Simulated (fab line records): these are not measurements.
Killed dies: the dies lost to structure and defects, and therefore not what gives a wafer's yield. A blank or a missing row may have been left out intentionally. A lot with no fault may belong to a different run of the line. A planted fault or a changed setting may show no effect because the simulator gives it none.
Matching of chambers	flow n5_finfet	N5_BEOL_M0_SAQP_HM_OPEN_112 on rie_diel-01 has 4 sister chambers
The step chemistry CHF3/O2, target SiO2, stops on a-Si, target depth 12 nm, time 13.5 s. 8 wafers are shown with their chamber, then 9 later ones without.

WAFERS PAIRED WITH THEIR CHAMBERS
wafer	chamber	showerhead_plenum_p_Torr (Torr)	throttle_valve_pct (%)
L082.4	2	2.39	19.03
L084.5	3	2.45	18.76
L088.2	0	2.55	18.78
L088.3	3	2.45	18.75
L088.5	2	2.38	19.04
L091.2	1	2.55	18.34
L091.4	0	2.55	18.78
L091.5	1	2.55	18.34

WAFERS WITHOUT THEIR CHAMBER
wafer	showerhead_plenum_p_Torr (Torr)	throttle_valve_pct (%)
L093.1	2.54	18.38
L093.3	2.54	18.80
L093.6	2.44	18.77
L094.1	2.38	18.63
L094.2	2.54	18.80
L094.3	2.44	18.77
L094.4	2.54	18.36
L094.5	2.38	18.64
L094.6	2.44	18.80

THE CHAMBER EACH PASSED THROUGH
wafer	from the rows above	in truth
L093.1	1	1
L093.3	0	0
L093.6	3	3
L094.1	3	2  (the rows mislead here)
L094.2	0	0
L094.3	3	3
L094.4	1	1
L094.5	3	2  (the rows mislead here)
L094.6	3	3
7 of 9 placed correctly. From these rows, 0 cannot be placed. Placed wrongly: 2.
How it was worked out, from the rows above alone: a wafer's distance from a chamber is the root of the sum, over the readings, of the square of ((its reading less the chamber's mean) divided by the reading's scatter). If the next closest chamber is less than 2 further off than the closest, the wafer can't be placed; otherwise it belongs to the closest. Each chamber's mean is taken over the wafers shown for it. The scatter is the square root of a quotient: the sum, over the shown wafers, of each reading's squared deviation from its chamber's mean, divided by wafers minus chambers.
